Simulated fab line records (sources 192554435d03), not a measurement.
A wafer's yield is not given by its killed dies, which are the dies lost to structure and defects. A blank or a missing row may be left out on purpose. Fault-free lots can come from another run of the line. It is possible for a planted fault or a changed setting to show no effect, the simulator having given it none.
Matching of chambers -- flow n5Finfet -- 4 sister chambers for N5_BEOL_M13_ETCH_59 on rieDiel-01
The step etches BARC in N2/H2, target depth 89 nm, overetch 26.7 nm, time 67.9 s. 22 wafers are shown with their chamber, then 11 later ones without.

WAFERS PAIRED WITH THEIR CHAMBERS
wafer,chamber,showerheadPlenumPTorr (Torr),throttleValvePct (%),oesProductAu (a.u.)
L074.2,3,2.61,17.94,0.60
L074.5,0,2.60,17.55,0.81
L074.6,1,2.53,18.18,0.61
L076.1,2,2.62,18.20,0.59
L076.2,3,2.61,17.94,0.59
L076.4,1,2.53,18.19,0.60
L078.1,2,2.62,18.20,0.58
L078.3,1,2.53,18.20,0.59
L078.5,2,2.62,18.20,0.59
L080.1,1,2.53,18.20,0.60
L080.2,0,2.59,17.57,0.78
L080.6,1,2.53,18.21,0.60
L082.1,1,2.53,18.21,0.60
L082.3,3,2.61,17.94,0.58
L082.6,3,2.61,17.94,0.59
L083.2,0,2.59,17.58,0.77
L083.5,1,2.53,18.22,0.59
L083.6,3,2.61,17.94,0.58
L084.1,3,2.60,17.98,0.58
L084.2,0,2.59,17.59,0.76
L084.5,2,2.62,17.88,0.82
L086.1,0,2.59,17.61,0.77

SIGNATURES (averages over the wafers above)
reading,chamber 0,chamber 1,chamber 2,chamber 3,scatter within a chamber
showerheadPlenumPTorr,2.5920,2.5300,2.6200,2.6083,0.00301
throttleValvePct,17.5800,18.2014,18.1200,17.9467,0.0672
oesProductAu,0.7780,0.5986,0.6450,0.5867,0.0489
Rule: distance of a wafer from a chamber = root of the sum over the readings of ((wafer's reading minus chamber's mean) / reading's scatter) squared. The wafer belongs to the nearest chamber; if the next one is less than 2 further off, it can't be placed. The scatter is the square root of a quotient: the sum, over the shown wafers, of each reading's squared deviation from its chamber's mean, divided by wafers minus chambers.

WAFERS MISSING THEIR CHAMBER
wafer,showerheadPlenumPTorr (Torr),throttleValvePct (%),oesProductAu (a.u.)
L086.2,2.60,17.97,0.58
L086.6,2.60,17.95,0.58
L088.1,2.52,18.24,0.58
L088.4,2.58,17.61,0.75
L088.5,2.62,17.88,0.80
L090.1,2.52,18.24,0.58
L090.3,2.62,17.89,0.79
L090.6,2.62,17.91,0.78
L096.1,2.61,17.91,0.76
L096.4,2.61,17.92,0.77
L096.5,2.51,18.26,0.58

WHICH CHAMBER EACH WENT THROUGH
wafer,from the rows above,in truth
L086.2,3,3
L086.6,3,3
L088.1,1,1
L088.4,0,0
L088.5,can't be placed: 2 or 3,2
L090.1,1,1
L090.3,can't be placed: 2 or 3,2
L090.6,can't be placed: 2 or 3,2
L096.1,can't be placed: 3 or 2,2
L096.4,can't be placed: 3 or 2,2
L096.5,1,1
Correctly placed: 6 of 11. Not placeable from these rows: 5 (in 5, the candidates include the true chamber). 0 placed wrongly.
